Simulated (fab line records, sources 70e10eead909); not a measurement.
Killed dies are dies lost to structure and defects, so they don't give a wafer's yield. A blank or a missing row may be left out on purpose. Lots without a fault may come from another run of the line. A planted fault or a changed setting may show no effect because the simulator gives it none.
fab line records | flow nand_harc
record lots=22 wafers=66 last_day=34
route steps=1302 shown A_STAIRCASE@869 A_SLIT@937 A_SIN_REMOVE@951 A_WL_FILL@976 A_CONTACT@1017
lots that met no fault: from a run of the same line without faults
start_h: hours from the record's first day to the start of the lot's first wafer shown | wait_h: hours since the lot's step before | " the same as in the row above | L1.1+2: a row that stands for several wafers | - no value, or no start given | * or withheld: withheld | < > ~ a bound
route shown NAME@n: a module of which the file shows steps, and the number in the route of the first | usual: mean/standard deviation of fault-free wafers | same: alike in all rows | chamber/n: place in a boat | sites: the reading at each site | _std_site: their standard deviation | _edge_site: outer sites' mean less inner sites' | radius_mm: how far each site lies from the wafer's centre | mask NAME#n: copy n | behind: the tool/chamber that last shaped the wafer | hold: why the lot was held/for how many hours/how that ended | device: the transistor (n, p or np) that didn't switch | end of line: the same wafers' tests at the end of the route | a step without rows: its recipe alone | killed: dies lost to structure and defects at the first sort, not the wafer's yield | map: a wafer's dies, x killed, . not, _ none there
set.NAME: the setting as run; set.NAME@STEP: as run at that earlier step | model.NAME: the simulator's own value behind a step, which no gauge read
steps of the route over a sample of lots; a table a step, a row a wafer
services: from which hour (start_h, from the record's first day; less than 0 if before it) a tool's chamber was out of use, for how many hours, and why
## steps
# step NHARC_A_STAIRCASE_DESCUM_443
# recipe time_s=3 o2_flow_sccm=200 ar_flow_sccm=0 bias_power_w=0 chemistry=O2
# usual drypump_motor_current_A=5.9/0.42 mfc_ar_sccm=0.006/0.0096 oes_product_au=1.002/0.0091 rf_vpp_V=57.8/0.9 showerhead_plenum_p_Torr=1.91/0.091 throttle_valve_pct=11.312/0.009
# columns lot.wafer tool chamber start_h wait_h drypump_motor_current_A mfc_ar_sccm oes_product_au rf_hours_counter_h rf_vpp_V showerhead_plenum_p_Torr throttle_valve_pct
L074.1 rie_diel-10 3 417.29 - 5.4 0 1.005 57 57.8 1.93 11.316
L074.2 " 1 " " 5.9 0.000 0.989 55 57.0 2.04 11.307
L074.3 " 2 " " 6.3 0.012 1.016 60 58.7 1.83 11.319
L076.1 rie_diel-03 3 443.93 - 6.0 0.004 1.002 56 58.3 1.97 11.323
L076.6 " 1 " " 5.2 0 0.993 - 58.2 2.06 11.306
L076.5 " 2 " " 6.9 0 0.993 - 58.9 1.96 11.311
L075.3 rie_diel-04 3 444.08 - 5.7 0 1.016 31 57.0 1.79 11.299
L075.2 " 0 " " 5.4 0.010 1.013 28 58.1 1.87 11.318
L075.6 " 2 " " 6.0 0.033 1.013 - 58.1 1.81 11.304
L078.3 rie_diel-04 3 458.23 - 5.7 0 0.999 37 57.2 1.79 11.317
L078.5 " 3 " " 5.7 0 1.007 - 57.1 1.79 11.314
L078.6 " 0 " " 5.4 0.010 1.006 - 58.8 1.86 11.299
L079.1 rie_diel-04 0 462.32 - 5.4 0.010 1.001 38 59.6 1.86 11.319
L079.5 " 3 " " 5.7 0 1.011 - 58.2 1.79 11.309
L079.6 " 0 " " 5.4 0.010 1.005 - 59.0 1.86 11.299
L077.3 rie_diel-10 3 462.57 - 5.4 0 0.989 12 58.8 1.93 11.315
L077.5 " 1 " " 5.9 0.000 1.000 - 56.9 2.03 11.313
L077.4 " 3 " " 5.4 0 0.999 - 58.0 1.93 11.299
L081.3 rie_diel-04 2 487.72 - 6.0 0.033 0.996 31 56.8 1.81 11.302
L081.4 " 3 " " 5.7 0 0.996 49 57.5 1.79 11.307
L081.2 " 0 " " 5.4 0.010 1.004 47 56.4 1.86 11.309
L080.1 rie_diel-03 3 502.83 - 6.1 0.004 1.002 9 58.2 1.97 11.306
L080.4 " 3 " " 6.0 0.004 1.010 - 57.8 1.96 11.325
L080.5 " 0 " " 6.1 0 0.984 - 57.9 2.05 11.319
L082.3 rie_diel-04 2 518.85 - 6.0 0.033 0.996 40 56.8 1.80 11.318
L082.2 " 3 " " 5.7 0 1.003 58 57.7 1.79 11.309
L082.5 " 2 " " 6.0 0.033 1.006 - 56.7 1.80 11.313
L084.1 rie_diel-03 0 518.89 - 6.1 0 0.992 14 57.7 2.05 11.326
L084.2 " 2 " " 6.8 0 0.999 9 57.7 1.95 11.311
L084.6 " 0 " " 6.1 0 0.998 - 57.4 2.05 11.302
L083.1 rie_diel-03 0 533.48 - 6.2 0 0.992 20 57.9 2.05 11.324
L083.2 " 1 " " 5.2 0 0.992 24 58.4 2.05 11.324
L083.4 " 2 " " 6.8 0 0.998 16 56.8 1.95 11.305
L087.1 rie_diel-10 2 548.21 - 6.3 0.012 1.001 42 57.3 1.82 11.303
L087.2 " 3 " " 5.4 0 1.009 42 60.0 1.92 11.314
L087.3 " 0 " " 5.9 0 1.013 24 58.2 1.91 11.335
L085.4 rie_diel-04 1 548.23 - 6.4 0.005 1.009 1 58.6 1.89 11.318
L085.2 " 2 " " 6.0 0.033 0.998 1 57.7 1.80 11.313
L085.5 " 1 " " 6.4 0.005 0.994 - 58.3 1.89 11.309
L091.2 rie_diel-03 3 582.50 - 6.0 0.004 1.008 37 59.6 1.96 11.306
L091.1 " 1 " " 5.2 0 0.991 38 59.3 2.04 11.302
L091.6 " 0 " " 6.2 0 0.985 - 58.4 2.04 11.327
L090.3 rie_diel-04 2 582.56 - 6.0 0.033 1.010 12 57.3 1.80 11.299
L090.4 " 3 " " 5.7 0 1.004 9 57.4 1.78 11.311
L090.5 " 2 " " 6.0 0.033 1.012 - 58.1 1.80 11.309
L088.3 rie_diel-04 0 582.61 - 5.4 0.010 1.010 10 58.1 1.85 11.317
L088.2 " 1 " " 6.4 0.005 1.007 11 57.1 1.89 11.299
L088.5 " 3 " " 5.7 0 0.987 - 57.8 1.78 11.292
L089.3 rie_diel-10 0 582.94 - 5.9 0 1.001 34 57.1 1.91 11.302
L089.1 " 3 " " 5.4 0 1.005 56 57.9 1.91 11.307
L089.5 " 0 " " 5.9 0 1.003 - 58.1 1.91 11.318
L094.4 rie_diel-04 0 627.39 - 5.4 0.010 0.995 27 57.6 1.85 11.321
L094.3 " 2 " " 6.0 0.033 0.988 24 57.6 1.80 11.333
L094.1 " 3 " " 5.7 0 0.998 21 56.5 1.78 11.314
L093.1 rie_diel-03 3 627.56 - 6.0 0.004 1.007 55 57.0 1.95 11.312
L093.4 " 0 " " 6.2 0 0.970 52 59.9 2.04 11.322
L093.5 " 3 " " 6.0 0.004 0.997 - 57.1 1.95 11.310
L095.3 rie_diel-10 1 627.96 - 5.8 0.000 1.004 6 57.8 2.01 11.308
L095.2 " 2 " " 6.3 0.012 1.011 8 56.9 1.81 11.313
L095.6 " 0 " " 5.9 0 1.015 - 56.1 1.90 11.317
L096.4 rie_diel-04 0 659.80 - 5.4 0.010 0.997 38 58.3 1.84 11.323
L096.5 " 2 " " 6.0 0.033 1.005 - 57.9 1.79 11.308
L096.6 " 3 " " 5.7 0 1.006 - 56.4 1.78 11.296
L097.2 rie_diel-10 0 678.62 - 5.9 0 1.008 26 58.0 1.90 11.308
L097.4 " 1 " " 5.8 0.000 0.995 26 59.1 2.01 11.318
L097.1 " 2 " " 6.3 0.012 1.001 29 57.4 1.81 11.313
# step NHARC_A_STAIRCASE_ETCHBACK_157
# recipe target_depth_a=900 over_etch_frac=0.3 time_s=167.14 ion_energy_ev=120 ch3f_flow_sccm=50 o2_flow_sccm=30 ar_flow_sccm=200 rf_w=500 bias_w=100 chemistry=CH3F/O2
# usual drypump_motor_current_A=5.9/0.45 mfc_ar_sccm=200.0/0.67 oes_product_au=0.97/0.034 rf_fwd_power_W=497.5/1.6 rf_vpp_V=244.5/1.7 showerhead_plenum_p_Torr=2.47/0.11 throttle_valve_pct=20.663/0.0089
# columns lot.wafer tool chamber start_h wait_h drypump_motor_current_A mfc_ar_sccm oes_product_au rf_fwd_power_W rf_hours_counter_h rf_vpp_V showerhead_plenum_p_Torr throttle_valve_pct
L074.2 rie_diel-04 0 424.43 0.2 5.4 200.7 1.00 494.2 24 243.7 2.40 20.658
L074.1 " 2 " " 6.0 200.4 1.01 497.6 23 242.5 2.33 20.657
L074.3 " 3 " " 5.7 199.8 0.99 498.3 26 240.8 2.31 20.649
L076.1 rie_diel-10 1 450.39 0.2 5.8 199.7 1.00 496.8 6 246.8 2.61 20.656
L076.6 " 1 " " 5.8 200.3 1.01 497.6 - 246.9 2.61 20.666
L076.5 " 2 " " 6.3 200.1 1.01 497.3 - 242.1 2.36 20.658
L075.3 rie_diel-10 3 450.67 0.2 5.4 200.0 1.01 495.7 6 245.8 2.48 20.676
L075.2 " 1 " " 5.8 199.4 0.99 497.0 6 245.2 2.61 20.654
L075.6 " 2 " " 6.3 200.2 1.00 499.4 - 243.1 2.36 20.662
L078.3 rie_diel-10 1 467.39 0.2 5.8 199.2 1.00 500.1 16 245.7 2.60 20.666
L078.5 " 3 " " 5.4 198.3 1.01 498.5 - 244.8 2.47 20.662
L078.6 " 0 " " 5.9 200.9 1.02 497.5 - 243.9 2.46 20.662
L079.1 rie_diel-03 0 469.77 0.1 6.1 201.2 0.99 497.0 0 246.8 2.63 20.666
L079.5 " 0 " " 6.1 200.6 0.98 497.5 - 247.1 2.63 20.668
L079.6 " 1 " " 5.2 199.2 0.99 500.6 - 246.6 2.64 20.666
L077.3 rie_diel-03 3 470.06 0.1 6.1 200.3 0.99 500.5 0 245.9 2.53 20.666
L077.4 " 0 " " 6.1 200.3 0.99 498.3 0 246.3 2.63 20.672
L077.5 " 0 " " 6.1 199.6 0.99 497.3 - 247.0 2.63 20.663
L081.3 rie_diel-10 0 493.95 0.2 5.9 199.3 1.00 494.8 9 245.1 2.46 20.677
L081.2 " 1 " " 5.8 200.2 0.92 500.9 24 246.8 2.60 20.663
L081.4 " 2 " " 6.3 200.6 0.92 496.8 24 241.6 2.35 20.656
L080.1 rie_diel-03 0 510.00 0.2 6.1 201.2 0.99 497.8 11 248.0 2.63 20.662
L080.4 " 3 " " 6.0 199.6 1.01 495.6 14 245.6 2.52 20.675
L080.5 " 1 " " 5.2 201.0 0.99 499.4 - 245.8 2.63 20.664
L084.1 rie_diel-04 0 525.11 0.1 5.4 200.1 0.96 496.0 58 244.1 2.39 20.651
L084.2 " 3 " " 5.7 199.3 0.95 493.8 60 242.5 2.30 20.649
L084.6 " 0 " " 5.4 201.7 0.96 496.4 - 242.9 2.39 20.648
L082.2 rie_diel-10 1 525.33 0.2 5.9 200.0 0.97 498.4 32 246.4 2.60 20.648
L082.3 " 3 " " 5.3 199.4 0.97 497.3 31 243.5 2.47 20.688
L082.5 " 1 " " 5.9 200.3 0.97 497.9 - 246.6 2.60 20.674
L083.2 rie_diel-10 3 539.74 0.2 5.3 200.9 0.93 495.9 40 245.4 2.46 20.669
L083.1 " 0 " " 5.9 200.1 0.95 494.9 21 243.4 2.45 20.649
L083.4 " 1 " " 5.8 199.0 0.92 498.9 37 245.8 2.59 20.661
L087.1 rie_diel-04 1 554.36 0.2 6.4 200.8 1.01 498.7 6 247.1 2.43 20.667
L087.2 " 2 " " 6.0 200.5 1.00 499.8 6 242.3 2.32 20.660
L087.3 " 3 " " 5.7 199.7 1.00 499.1 5 242.4 2.30 20.671
L085.4 rie_diel-10 0 554.45 0.2 5.9 201.3 0.93 496.9 26 244.8 2.45 20.662
L085.2 " 1 " " 5.8 199.5 0.93 497.1 41 247.2 2.59 20.669
L085.5 " 3 " " 5.4 199.3 0.92 497.8 - 243.2 2.46 20.665
L091.2 rie_diel-10 3 588.72 0.2 5.3 199.5 0.94 496.2 60 244.2 2.46 20.655
L091.1 " 1 " " 5.8 200.8 0.96 499.5 52 246.4 2.59 20.666
L091.6 " 0 " " 5.9 200.0 0.94 496.9 - 243.3 2.45 20.654
L090.3 rie_diel-04 0 588.78 0.1 5.4 199.0 1.00 496.7 18 243.2 2.38 20.647
L090.4 " 1 " " 6.4 199.8 0.99 499.0 19 244.3 2.42 20.653
L090.5 " 1 " " 6.4 200.2 0.99 496.5 - 244.8 2.42 20.663
L089.1 rie_diel-03 0 590.11 0.1 6.1 199.9 0.91 497.8 40 246.7 2.62 20.672
L089.3 " 1 " " 5.2 198.9 0.91 494.5 44 247.2 2.62 20.668
L089.5 " 0 " " 6.1 200.2 0.92 500.7 - 246.7 2.62 20.665
L088.3 rie_diel-04 1 591.72 0.2 6.4 200.2 0.96 497.5 19 243.6 2.42 20.647
L088.2 " 2 " " 6.0 201.1 0.95 498.6 16 243.1 2.32 20.658
L088.5 " 0 " " 5.4 199.5 0.95 497.0 - 244.1 2.38 20.661
L094.1 rie_diel-10 1 633.59 0.2 5.8 200.3 0.99 497.6 11 246.5 2.58 20.668
L094.3 " 3 " " 5.3 200.0 0.99 498.3 9 244.6 2.45 20.663
L094.4 " 0 " " 5.9 199.3 0.99 496.6 11 245.4 2.44 20.665
L093.1 rie_diel-04 3 633.81 0.2 5.7 199.9 0.96 494.0 24 243.3 2.29 20.666
L093.4 " 0 " " 5.4 200.9 0.97 497.2 30 244.4 2.37 20.664
L093.5 " 3 " " 5.7 200.3 0.94 493.9 - 241.2 2.29 20.662
L095.3 rie_diel-03 2 635.14 0.2 6.8 200.7 0.93 496.4 53 244.6 2.49 20.661
L095.2 " 0 " " 6.1 200.3 0.91 495.5 54 247.2 2.61 20.682
L095.6 " 2 " " 6.8 201.0 0.92 494.8 - 245.3 2.49 20.658
L096.4 rie_diel-03 1 666.08 0.2 5.2 199.8 1.00 496.4 5 246.5 2.61 20.657
L096.5 " 0 " " 6.1 199.6 0.99 497.5 - 247.3 2.61 20.662
L096.6 " 1 " " 5.2 199.1 1.00 497.8 - 247.5 2.61 20.660
L097.2 rie_diel-10 3 684.83 0.2 5.4 200.4 0.92 496.5 27 242.5 2.44 20.659
L097.4 " 0 " " 5.8 200.2 0.92 498.5 30 244.1 2.43 20.655
L097.1 " 1 " " 5.8 197.5 0.93 499.2 30 247.8 2.57 20.670
# step NHARC_A_SLIT_ETCH_24
# recipe target_depth_a=1210 time_s=60.5 cf4_flow_sccm=100 chf3_flow_sccm=30 ar_flow_sccm=0 rf_w=500 bias_w=200 chemistry=CF4/CHF3
# usual drypump_motor_current_A=5.8/0.44 mfc_ar_sccm=0.012/0.012 oes_product_au=0.960/0.021 rf_fwd_power_W=495.5/2 rf_vpp_V=370.8/2 showerhead_plenum_p_Torr=1.58/0.053 throttle_valve_pct=16.802/0.0086
# columns lot.wafer tool chamber start_h wait_h drypump_motor_current_A mfc_ar_sccm oes_product_au rf_fwd_power_W rf_hours_counter_h rf_vpp_V showerhead_plenum_p_Torr throttle_valve_pct
L074.3 rie_diel-13 2 443.12 0.1 5.5 0.001 0.945 497.3 6.3 368.6 1.54 16.816
L074.1 " 0 " " 5.8 0 0.976 495.8 5.3 367.0 1.49 16.799
L074.2 " 1 " " 6.8 0.007 0.962 492.6 6.2 371.4 1.62 16.807
L076.1 rie_diel-07 3 466.31 0.1 5.3 0.031 0.920 494.7 7.5 372.3 1.59 16.813
L076.5 " 2 " " 5.7 0.002 0.937 492.8 - 373.9 1.67 16.809
L076.6 " 3 " " 5.4 0.031 0.923 494.6 - 371.3 1.59 16.806
L075.2 rie_diel-01 3 467.74 0.1 6.3 0.028 0.963 496.1 4.0 372.7 1.61 16.814
L075.3 " 2 " " 5.4 0 0.974 495.6 3.4 369.9 1.56 16.791
L075.6 " 0 " " 5.5 0 0.957 495.1 - 369.6 1.59 16.802
L079.1 rie_diel-01 0 482.93 0.1 5.5 0 0.945 496.0 5.9 370.9 1.59 16.804
L079.6 " 0 " " 5.5 0 0.962 498.5 - 370.1 1.59 16.814
L079.5 " 1 " " 5.9 0 0.965 498.5 - 371.0 1.59 16.795
L077.3 rie_diel-07 0 483.67 0.1 5.4 0.021 0.964 497.5 0.1 368.2 1.51 16.791
L077.4 " 2 " " 5.7 0.002 0.991 494.3 0.2 374.4 1.67 16.806
L077.5 " 1 " " 6.5 0.021 0.987 493.8 - 370.5 1.52 16.787
L078.3 rie_diel-01 2 484.57 0.1 5.4 0 0.973 496.3 4.9 370.7 1.56 16.804
L078.5 " 3 " " 6.3 0.028 0.974 496.8 - 372.3 1.61 16.801
L078.6 " 0 " " 5.5 0 0.960 497.3 - 372.2 1.59 16.788
L081.3 rie_diel-01 2 509.22 0.1 5.4 0 0.967 495.7 6.1 371.4 1.56 16.803
L081.4 " 0 " " 5.5 0 0.976 497.5 7.2 371.4 1.59 16.810
L081.2 " 1 " " 6.0 0 0.969 493.9 7.2 371.6 1.59 16.790
L080.1 rie_diel-07 0 527.03 0.1 5.4 0.021 0.955 498.3 2.6 367.6 1.50 16.802
L080.4 " 1 " " 6.5 0.021 0.982 493.7 2.7 369.1 1.52 16.809
L080.5 " 0 " " 5.4 0.021 0.955 496.8 - 367.9 1.51 16.823
L082.2 rie_diel-07 3 540.33 0.1 5.4 0.031 0.973 496.2 3.8 372.3 1.59 16.791
L082.3 " 1 " " 6.5 0.021 0.960 491.9 3.5 369.0 1.52 16.797
L082.5 " 3 " " 5.4 0.031 0.972 496.6 - 370.8 1.59 16.806
L084.1 rie_diel-01 1 541.16 0.1 6.0 0 0.943 493.8 9.8 369.6 1.58 16.811
L084.2 " 2 " " 5.4 0 0.943 493.2 8.4 369.2 1.56 16.806
L084.6 " 1 " " 6.0 0 0.942 494.2 - 369.9 1.59 16.791
L083.2 rie_diel-01 1 553.40 0.1 6.0 0 0.925 495.7 10.5 371.4 1.58 16.805
L083.1 " 3 " " 6.3 0.028 0.925 497.9 9.0 372.7 1.61 16.805
L083.4 " 0 " " 5.5 0 0.924 495.8 9.8 371.5 1.59 16.814
L087.3 rie_diel-13 0 568.47 0.1 5.8 0 0.976 495.4 2.2 367.9 1.48 16.802
L087.2 " 1 " " 6.8 0.007 0.977 492.7 2.7 370.6 1.62 16.800
L087.1 " 3 " " 6.0 0.025 0.955 499.6 2.0 373.1 1.63 16.798
L085.2 rie_diel-07 1 570.07 0.1 6.5 0.021 0.959 494.6 4.7 368.5 1.52 16.801
L085.4 " 2 " " 5.7 0.002 0.982 491.3 4.9 375.0 1.67 16.793
L085.5 " 3 " " 5.3 0.031 0.987 494.0 - 371.2 1.59 16.811
L090.4 rie_diel-01 0 602.82 0.1 5.5 0 0.980 495.3 1.8 371.7 1.59 16.797
L090.3 " 1 " " 6.0 0 0.965 496.0 1.9 369.6 1.58 16.793
L090.5 " 1 " " 5.9 0 0.971 495.6 - 372.3 1.58 16.794
L091.2 rie_diel-07 2 603.86 0.1 5.7 0.002 0.940 492.9 6.4 371.7 1.67 16.788
L091.1 " 0 " " 5.4 0.021 0.918 497.3 6.1 368.7 1.50 16.791
L091.6 " 2 " " 5.7 0.002 0.928 493.9 - 372.8 1.67 16.816
L089.3 rie_diel-01 0 604.80 0.1 5.5 0 0.973 495.6 2.8 370.0 1.59 16.803
L089.1 " 1 " " 6.0 0 0.963 493.1 2.4 370.9 1.58 16.805
L089.5 " 0 " " 5.5 0 0.979 495.6 - 371.6 1.59 16.815
L088.2 rie_diel-07 2 606.71 0.1 5.7 0.002 0.975 489.5 6.9 373.5 1.67 16.794
L088.3 " 1 " " 6.5 0.021 0.965 493.8 6.7 368.2 1.52 16.789
L088.5 " 2 " " 5.7 0.002 0.978 492.6 - 373.4 1.67 16.811
L093.1 rie_diel-13 0 648.40 0.1 5.7 0 0.976 495.9 5.8 367.1 1.48 16.812
L093.4 " 3 " " 6.0 0.025 0.970 496.4 5.5 371.5 1.63 16.795
L093.5 " 0 " " 5.8 0 0.974 495.8 - 367.0 1.48 16.787
L094.1 rie_diel-13 0 649.88 0.1 5.8 0 0.963 494.7 6.3 367.0 1.48 16.802
L094.4 " 1 " " 6.8 0.007 0.964 494.9 6.0 372.7 1.62 16.819
L094.3 " 2 " " 5.6 0.001 0.960 494.4 5.5 369.9 1.53 16.804
L095.2 rie_diel-13 3 651.98 0.1 6.0 0.025 0.917 494.7 6.9 373.5 1.63 16.806
L095.3 " 0 " " 5.8 0 0.915 492.7 7.2 367.6 1.48 16.793
L095.6 " 3 " " 6.0 0.025 0.919 496.6 - 373.3 1.63 16.807
L096.4 rie_diel-07 0 679.83 0.1 5.4 0.021 0.966 497.7 0.8 368.1 1.50 16.812
L096.5 " 2 " " 5.7 0.002 0.984 494.1 - 374.7 1.67 16.801
L096.6 " 3 " " 5.4 0.031 0.980 493.4 - 370.4 1.59 16.793
L097.1 rie_diel-07 0 698.46 0.1 5.4 0.021 0.972 497.7 3.3 368.2 1.50 16.806
L097.2 " 1 " " 6.5 0.021 0.963 495.4 2.5 367.7 1.52 16.790
L097.4 " 2 " " 5.7 0.002 0.966 492.5 2.1 376.2 1.67 16.793
# step NHARC_A_SIN_REMOVE_INSPECT_04
# usual raw_defect_count=379/74
# columns lot.wafer tool chamber start_h wait_h raw_defect_count
L074.1 defect_inspect-02 - 456.31 0.0 443
L074.2 " - " " 348
L074.3 " - " " 384
L076.1 defect_inspect-02 - 479.19 0.0 289
L076.5 " - " " 384
L076.6 " - " " 392
L075.2 defect_inspect-01 - 479.19 0.0 304
L075.3 " - " " 310
L075.6 " - " " 404
L077.3 defect_inspect-01 - 495.81 0.0 436
L077.4 " - " " 582
L077.5 " - " " 449
L079.1 defect_inspect-02 - 495.81 0.0 416
L079.5 " - " " 404
L079.6 " - " " 374
L078.3 defect_inspect-02 - 499.62 0.0 304
L078.5 " - " " 277
L078.6 " - " " 517
L081.2 defect_inspect-02 - 523.46 0.0 432
L081.3 " - " " 362
L081.4 " - " " 378
L080.1 defect_inspect-02 - 540.03 0.0 425
L080.4 " - " " 311
L080.5 " - " " 355
L082.2 defect_inspect-01 - 555.07 0.0 272
L082.3 " - " " 328
L082.5 " - " " 302
L084.1 defect_inspect-01 - 557.20 0.0 454
L084.2 " - " " 436
L084.6 " - " " 649
L083.1 defect_inspect-01 - 566.23 0.0 326
L083.2 " - " " 355
L083.4 " - " " 345
L087.1 defect_inspect-02 - 581.30 0.0 458
L087.2 " - " " 356
L087.3 " - " " 443
L085.2 defect_inspect-01 - 581.32 0.0 334
L085.4 " - " " 373
L085.5 " - " " 374
L090.3 defect_inspect-01 - 615.65 0.0 368
L090.4 " - " " 304
L090.5 " - " " 326
L091.1 defect_inspect-02 - 615.65 0.0 431
L091.2 " - " " 426
L091.6 " - " " 352
L089.1 defect_inspect-01 - 619.65 0.0 414
L089.3 " - " " 384
L089.5 " - " " 319
L088.2 defect_inspect-02 - 619.67 0.0 358
L088.3 " - " " 369
L088.5 " - " " 357
L093.1 defect_inspect-02 - 661.27 0.0 422
L093.4 " - " " 341
L093.5 " - " " 371
L094.1 defect_inspect-01 - 661.27 0.0 399
L094.3 " - " " 344
L094.4 " - " " 289
L095.2 defect_inspect-02 - 665.01 0.0 634
L095.3 " - " " 376
L095.6 " - " " 547
L096.4 defect_inspect-02 - 692.53 0.0 424
L096.5 " - " " 476
L096.6 " - " " 392
L097.1 defect_inspect-01 - 712.60 0.0 246
L097.2 " - " " 280
L097.4 " - " " 238
# step NHARC_A_WL_FILL_CVD_20
# recipe target_thk_a=1000 temp_c=400 pressure_torr=40 wf6_flow_sccm=40 h2_flow_sccm=1600 ar_flow_sccm=1560 time_s=74 material=W
# usual heater_power_w=748/49 mfc_ar_sccm=1561/4.9 throttle_valve_pct=7.81/0.19
# columns lot.wafer tool chamber start_h wait_h heater_power_w mfc_ar_sccm throttle_valve_pct
L074.2 cvd_w-01 0 - - 833 1562 8.08
L074.1 " 1 " " 682 1564 7.84
L074.3 " 0 " " 836 1558 8.07
L075.2 cvd_w-01 1 - - 702 1558 7.32
L075.3 " 1 " " 699 1555 7.81
L075.6 " 1 " " 692 1573 7.87
L076.1 cvd_w-02 1 - - 696 1568 7.62
L076.5 " 1 " " 682 1570 8.00
L076.6 " 0 " " 678 1558 8.07
L078.3 cvd_w-02 0 - - 703 1560 8.00
L078.6 " 0 " " 714 1555 7.66
L078.5 " 1 " " 681 1561 7.89
L077.3 cvd_w-01 1 - - 693 1559 7.64
L077.4 " 0 " " 851 1563 7.80
L077.5 " 1 " " 694 1564 7.59
L079.1 cvd_w-02 0 - - 707 1555 8.02
L079.5 " 1 " " 695 1554 7.85
L079.6 " 0 " " 709 1562 7.55
L081.2 cvd_w-02 0 - - 711 1560 8.04
L081.4 " 1 " " 684 1559 8.12
L081.3 " 0 " " 705 1566 7.97
L080.1 cvd_w-02 0 - - 730 1556 8.03
L080.4 " 1 " " 678 1561 7.68
L080.5 " 0 " " 712 1564 8.01
L084.2 cvd_w-01 1 - - 762 1567 7.67
L084.1 " 0 " " 771 1554 7.82
L084.6 " 1 " " 797 1564 7.58
L082.2 cvd_w-02 0 - - 700 1558 8.00
L082.3 " 1 " " 697 1550 7.69
L082.5 " 1 " " 702 1562 8.03
L083.2 cvd_w-01 0 - - 769 1556 7.78
L083.1 " 1 " " 778 1549 7.42
L083.4 " 0 " " 781 1557 7.79
L085.2 cvd_w-01 0 - - 799 1558 7.89
L085.4 " 0 " " 800 1556 7.81
L085.5 " 0 " " 791 1556 7.95
L087.2 cvd_w-02 0 - - 706 1556 8.18
L087.1 " 1 " " 683 1565 7.91
L087.3 " 1 " " 689 1557 7.83
L090.3 cvd_w-01 0 - - 793 1553 7.68
L090.4 " 0 " " 803 1559 7.87
L090.5 " 0 " " 808 1561 7.74
L091.1 cvd_w-01 0 - - 802 1564 7.95
L091.2 " 0 " " 776 1565 7.84
L091.6 " 0 " " 770 1563 7.96
L089.1 cvd_w-01 1 - - 810 1560 7.95
L089.3 " 1 " " 775 1565 7.58
L089.5 " 1 " " 790 1559 7.69
L088.2 cvd_w-01 1 - - 789 1565 7.89
L088.3 " 1 " " 782 1559 7.71
L088.5 " 1 " " 788 1564 7.53
L094.1 cvd_w-01 1 - - 762 1567 7.69
L094.4 " 1 " " 787 1562 7.76
L094.3 " 0 " " 782 1569 7.89
L093.1 cvd_w-01 1 - - 769 1567 7.89
L093.4 " 0 " " 775 1558 7.80
L093.5 " 1 " " 767 1566 7.52
L095.2 cvd_w-02 0 - - 709 1564 7.77
L095.3 " 1 " " 692 1566 7.47
L095.6 " 0 " " 711 1558 7.73
L096.4 cvd_w-02 1 - - 713 1561 7.70
L096.5 " 0 " " 702 1559 8.12
L096.6 " 1 " " 685 1554 7.90
L097.1 cvd_w-02 1 - - 696 1565 7.38
L097.2 " 0 " " 717 1560 7.92
L097.4 " 0 " " 707 1565 7.92
# step NHARC_A_CONTACT_ETCH_123
# recipe source_w=withheld pressure_mtorr=20 bias_v=400 time_s=490 target_depth_a=21100 ar_flow_sccm=withheld c4f8_flow_sccm=11.5 o2_flow_sccm=7.2 chemistry=C4F8/O2/Ar
# columns lot.wafer tool chamber start_h wait_h rf_hours_counter_h
L074.1 har_cap_etch-03 0 484.58 0.1 40
L074.2 " 1 " " 40
L074.3 " 0 " " -
L075.2 har_cap_etch-02 1 509.54 0.2 88
L075.3 " 1 " " -
L075.6 " 1 " " -
L076.1 har_cap_etch-03 0 509.79 0.2 47
L076.6 " 0 " " -
L076.5 " 1 " " -
L077.3 har_cap_etch-01 0 527.38 0.3 -
L077.4 " 1 " " -
L077.5 " 1 " " -
L078.3 har_cap_etch-02 0 527.43 0.3 -
L078.5 " 1 " " -
L078.6 " 0 " " -
L079.1 har_cap_etch-03 0 528.04 0.1 51
L079.6 " 0 " " -
L079.5 " 1 " " -
L081.2 har_cap_etch-03 1 551.59 0.1 56
L081.3 " 1 " " -
L081.4 " 0 " " -
L080.1 har_cap_etch-01 0 568.91 0.2 10
L080.4 " 1 " " -
L080.5 " 1 " " -
L084.1 har_cap_etch-03 1 585.14 0.1 60
L084.2 " 0 " " 60
L084.6 " 1 " " -
L082.2 har_cap_etch-01 0 585.46 0.1 13
L082.3 " 1 " " -
L082.5 " 1 " " -
L083.2 har_cap_etch-03 0 594.74 0.1 62
L083.1 " 1 " " 62
L083.4 " 1 " " -
L085.2 har_cap_etch-01 0 615.59 0.1 19
L085.4 " 0 " " -
L085.5 " 0 " " -
L087.1 har_cap_etch-02 0 616.70 0.1 108
L087.2 " 1 " " 108
L087.3 " 1 " " -
L090.4 har_cap_etch-02 1 645.88 0.3 -
L090.3 " 0 " " -
L090.5 " 0 " " -
L091.1 har_cap_etch-03 1 646.56 0.1 72
L091.2 " 0 " " 72
L091.6 " 0 " " -
L088.2 har_cap_etch-02 0 650.33 0.1 114
L088.3 " 1 " " -
L088.5 " 1 " " -
L089.1 har_cap_etch-01 1 650.40 0.2 24
L089.3 " 1 " " -
L089.5 " 1 " " -
L094.1 har_cap_etch-02 1 688.87 0.2 121
L094.3 " 0 " " -
L094.4 " 1 " " -
L093.1 har_cap_etch-01 0 689.18 0.1 32
L093.4 " 0 " " -
L093.5 " 1 " " -
L095.2 har_cap_etch-02 1 694.84 0.1 123
L095.3 " 1 " " -
L095.6 " 1 " " -
L096.4 har_cap_etch-03 1 721.20 0.3 -
L096.6 " 0 " " -
L096.5 " 1 " " -
L097.2 har_cap_etch-01 0 740.25 0.1 39
L097.1 " 1 " " 39
L097.4 " 1 " " -
## services
# columns tool chamber start_h hours kind
rie_diel-10 - 421.20 9.0 pm
rie_diel-04 3 426.47 1.7 repair
rie_diel-04 2 445.86 34.0 repair
cvd_w-02 - 450.00 13.0 pm
rie_diel-03 - 460.74 9.0 pm
rie_diel-03 0 475.38 9.6 repair
rie_diel-03 2 490.23 16.0 repair
cvd_w-02 - 498.26 1.8 repair
rie_diel-04 0 505.96 4.3 repair
rie_diel-04 2 523.84 18.4 repair
rie_diel-04 - 532.03 9.0 pm
cvd_w-01 - 547.15 13.0 pm
cvd_w-02 0 588.62 6.9 repair
rie_diel-10 - 598.20 9.0 pm
rie_diel-04 1 605.55 2.8 repair
rie_diel-10 3 627.91 2.3 repair
cvd_w-02 - 631.00 13.0 pm
cvd_w-01 1 631.76 5.2 repair
rie_diel-03 - 637.87 9.0 pm
rie_diel-03 0 660.94 4.6 repair
cvd_w-01 - 690.12 4.3 repair
rie_diel-10 3 701.09 2.6 repair
rie_diel-04 - 709.69 9.0 pm
cvd_w-01 - 728.15 13.0 pm
## key
fault none
